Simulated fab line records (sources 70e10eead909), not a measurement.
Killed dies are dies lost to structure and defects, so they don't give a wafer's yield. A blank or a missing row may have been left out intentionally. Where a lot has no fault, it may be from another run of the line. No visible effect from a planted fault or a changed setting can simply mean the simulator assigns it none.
Which tool was responsible? | flow nand harc | 15 lots with 45 wafers sampled at 4 steps, on a route of 1159 steps

## WHAT EACH GAUGE READ, for each wafer
No reading from a measuring or inspecting step in the record can be judged against a usual standard deviation.

## TOOL THAT RAN EACH LOT (tool first, then ch and the chambers of the sampled wafers, then the start)
lot  | NHARC_P_M0_ANNEAL_30             | NHARC_P_M0_DEP_32               | NHARC_P_M1_DEP_33               | NHARC_P_M2_DEP_00
L999 | rtp anneal-01 ch 0, day 6 08:49  | pecvd-01 ch 0,1, day 6 09:50    | pecvd-01 ch 0,2, day 6 14:10    | pecvd-03 ch 0,2, day 6 14:32
L998 | rtp anneal-01 ch 0, day 6 09:22  | pecvd-01 ch 1,2, day 6 10:24    | pecvd-04 ch 0,2, day 6 14:37    | pecvd-03 ch 0,2, day 6 14:58
L101 | rtp anneal-01 ch 0, day 6 18:38  | pecvd-04 ch 0,2, day 6 19:38    | pecvd-04 ch 1,2, day 6 23:58    | pecvd-04 ch 0,2, day 7 00:24
L102 | rtp anneal-01 ch 0, day 6 19:14  | pecvd-01 ch 0,1, day 6 20:05    | pecvd-01 ch 0,1,2, day 7 00:23  | pecvd-04 ch 0,1, day 7 00:41
L103 | rtp anneal-02 ch 0, day 7 02:29  | pecvd-04 ch 0,1,2, day 7 03:27  | pecvd-01 ch 0,2, day 7 07:32    | pecvd-03 ch 0,1,2, day 7 08:02
L104 | rtp anneal-01 ch 0, day 7 09:25  | pecvd-04 ch 0,1, day 7 10:27    | pecvd-04 ch 1,2, day 7 14:29    | pecvd-03 ch 0,1, day 7 14:55
L111 | rtp anneal-01 ch 0, day 9 02:22  | pecvd-04 ch 0,1,2, day 9 03:19  | pecvd-03 ch 0,1,2, day 9 07:31  | pecvd-01 ch 0,1,2, day 9 07:52
L109 | rtp anneal-01 ch 0, day 9 05:00  | pecvd-01 ch 1,2, day 9 06:05    | pecvd-01 ch 0,1,2, day 9 10:16  | pecvd-01 ch 1,2, day 9 10:38
L113 | rtp anneal-02 ch 0, day 9 23:25  | pecvd-03 ch 1,2, day 10 00:22   | pecvd-03 ch 0,1,2, day 10 05:07 | pecvd-04 ch 1,2, day 10 05:35
L115 | rtp anneal-01 ch 0, day 10 04:52 | pecvd-01 ch 0,1,2, day 10 05:50 | pecvd-03 ch 1,2, day 10 10:02   | pecvd-04 ch 1,2, day 10 10:27
L116 | rtp anneal-02 ch 0, day 10 13:52 | pecvd-04 ch 0,1,2, day 10 15:10 | pecvd-04 ch 0,1,2, day 10 19:17 | pecvd-04 ch 0,2, day 10 19:43
L118 | rtp anneal-01 ch 0, day 10 17:22 | pecvd-04 ch 0,1, day 10 18:20   | pecvd-03 ch 0,1, day 10 22:53   | pecvd-04 ch 0,2, day 10 23:16
L119 | rtp anneal-02 ch 0, day 11 00:44 | pecvd-03 ch 0,1,2, day 11 01:43 | pecvd-03 ch 0,1, day 11 05:52   | pecvd-04 ch 0,1, day 11 06:22
L120 | rtp anneal-02 ch 0, day 11 07:14 | pecvd-03 ch 0,1,2, day 11 08:17 | pecvd-04 ch 0,2, day 11 12:28   | pecvd-03 ch 0,2, day 11 12:55
L121 | rtp anneal-01 ch 0, day 11 09:24 | pecvd-04 ch 0,1,2, day 11 10:19 | pecvd-04 ch 0,1,2, day 11 17:48 | pecvd-03 ch 0,2, day 11 18:16
- NHARC_P_M0_ANNEAL_30: time 90 s.
- NHARC_P_M0_DEP_32: deposits SiCN, target thk 30 nm.
- NHARC_P_M1_DEP_33: deposits SiCN, target thk 30 nm.
- NHARC_P_M2_DEP_00: deposits SiOC, target thk 182.5 nm.

## AS READ BY THE TOOLS THEMSELVES (means over the sampled wafers that have a number; for cases with no such wafer, the mark the record gives instead)
NHARC_P_M0_ANNEAL_30.
lot  | tool          | anneal temp c (C) | wafer_temp_C_max
L999 | rtp anneal-01 | 225.15            | 226.11
L998 | rtp anneal-01 | 224.80            | 226.00
L101 | rtp anneal-01 | 225.07            | 226.12
L102 | rtp anneal-01 | 225.06            | 226.05
L103 | rtp anneal-02 | 224.90            | 225.95
L104 | rtp anneal-01 | 224.77            | 226.19
L111 | rtp anneal-01 | 224.93            | 225.94
L109 | rtp anneal-01 | 224.81            | 226.11
L113 | rtp anneal-02 | 225.09            | 225.71
L115 | rtp anneal-01 | 225.10            | 225.90
L116 | rtp anneal-02 | 225.25            | 225.69
L118 | rtp anneal-01 | 224.97            | 226.22
L119 | rtp anneal-02 | 225.16            | 225.87
L120 | rtp anneal-02 | 225.05            | 225.92
L121 | rtp anneal-01 | 225.09            | 226.12

NHARC_P_M0_DEP_32.
lot  | tool     | chamber pressure Torr (Torr) | heater power outer w (W) | heater power w (W) | showerhead vpp V (V) | susceptor temp C (C)
L999 | pecvd-01 | 3.001                        | 331                      | 614                | 1260                 | 370.23
L998 | pecvd-01 | 3.000                        | 264                      | 456                | 1275                 | 369.93
L101 | pecvd-04 | 2.999                        | 311                      | 570                | 1324                 | 370.10
L102 | pecvd-01 | 2.998                        | 302                      | 541                | 1268                 | 369.76
L103 | pecvd-04 | 3.005                        | 397                      | 691                | 1342                 | 370.17
L104 | pecvd-04 | 2.995                        | 404                      | 708                | 1330                 | 369.92
L111 | pecvd-04 | 2.999                        | 378                      | 662                | 1330                 | 370.06
L109 | pecvd-01 | 3.005                        | 268                      | 470                | 1271                 | 370.11
L113 | pecvd-03 | 3.000                        | 366                      | 606                | 1332                 | 369.84
L115 | pecvd-01 | 2.996                        | 281                      | 512                | 1294                 | 369.79
L116 | pecvd-04 | 2.994                        | 362                      | 628                | 1330                 | 370.09
L118 | pecvd-04 | 3.000                        | 422                      | 735                | 1354                 | 370.09
L119 | pecvd-03 | 2.992                        | 367                      | 607                | 1388                 | 370.02
L120 | pecvd-03 | 3.005                        | 334                      | 574                | 1385                 | 369.92
L121 | pecvd-04 | 3.005                        | 366                      | 634                | 1331                 | 370.21

NHARC_P_M1_DEP_33.
lot  | tool     | chamber pressure Torr (Torr) | heater power outer w (W) | heater power w (W) | showerhead vpp V (V) | susceptor temp C (C)
L999 | pecvd-01 | 2.994                        | 262                      | 488                | 1320                 | 369.94
L998 | pecvd-04 | 3.001                        | 304                      | 551                | 1330                 | 370.03
L101 | pecvd-04 | 3.005                        | 390                      | 663                | 1293                 | 370.09
L102 | pecvd-01 | 3.002                        | 294                      | 529                | 1281                 | 370.04
L103 | pecvd-01 | 3.005                        | 331                      | 618                | 1290                 | 370.00
L104 | pecvd-04 | 2.994                        | 412                      | 683                | 1312                 | 369.75
L111 | pecvd-03 | 3.004                        | 340                      | 586                | 1396                 | 369.92
L109 | pecvd-01 | 3.004                        | 260                      | 486                | 1290                 | 369.92
L113 | pecvd-03 | 2.996                        | 306                      | 546                | 1389                 | 369.86
L115 | pecvd-03 | 2.999                        | 346                      | 581                | 1345                 | 370.28
L116 | pecvd-04 | 2.998                        | 351                      | 615                | 1332                 | 369.96
L118 | pecvd-03 | 2.998                        | 331                      | 570                | 1416                 | 369.86
L119 | pecvd-03 | 2.996                        | 328                      | 556                | 1429                 | 369.90
L120 | pecvd-04 | 3.000                        | 310                      | 557                | 1309                 | 369.86
L121 | pecvd-04 | 3.004                        | 398                      | 687                | 1325                 | 369.99

NHARC_P_M2_DEP_00.
lot  | tool     | chamber pressure Torr (Torr) | rf fwd power W (W) | showerhead vpp V (V)
L999 | pecvd-03 | 4.994                        | 600.4              | 1574
L998 | pecvd-03 | 4.998                        | 600.0              | 1578
L101 | pecvd-04 | 5.005                        | 601.1              | 1522
L102 | pecvd-04 | 5.002                        | 597.6              | 1577
L103 | pecvd-03 | 5.000                        | 599.8              | 1607
L104 | pecvd-03 | 4.992                        | 599.5              | 1664
L111 | pecvd-01 | -                            | -                  | -
L109 | pecvd-01 | -                            | -                  | -
L113 | pecvd-04 | -                            | -                  | -
L115 | pecvd-04 | 5.001                        | 597.5              | 1498
L116 | pecvd-04 | 5.008                        | 600.2              | 1559
L118 | pecvd-04 | 4.996                        | 598.0              | 1541
L119 | pecvd-04 | 4.994                        | 599.0              | 1557
L120 | pecvd-03 | 4.996                        | 599.9              | 1628
L121 | pecvd-03 | 5.007                        | 598.3              | 1634

## THE ANSWER, worked out from the rows above alone
Rule: the lots themselves supply what counts as usual. Put in order of their means at a reading, lots are off if they are a third of the lots or fewer, leave a main group of 4 or more, and stand apart from it by a gap of 3 or more times the standard deviation of the main group's means; of several such gaps the widest counts. If all means in a main group match to the digits the tables above print for the reading, that group is not used. A lot without any number at a reading at which 4 lots or more have one is off too. Where the step has rows for the other lots, those lots are counted as sound. The gauges are gone through in route order, then the tools' own readings, and for those a lot's mean is taken as printed above. The first step at which some lot is off is used, and at that step the reading that is off furthest; a lot without a number counts as furthest.
Off at NHARC_P_M2_DEP_00 (chamber pressure Torr): L111, L109, L113. Without a number there: L111, L109, L113. The main group has a mean of 4.999 Torr with a standard deviation of 0.0051.
If a tool, at that step or one of the process steps before it, ran each lot that is off and ran no sound lot following the first of them, it fits. No candidate that was tried fits.

## WHAT THE SIMULATOR HAD PUT IN
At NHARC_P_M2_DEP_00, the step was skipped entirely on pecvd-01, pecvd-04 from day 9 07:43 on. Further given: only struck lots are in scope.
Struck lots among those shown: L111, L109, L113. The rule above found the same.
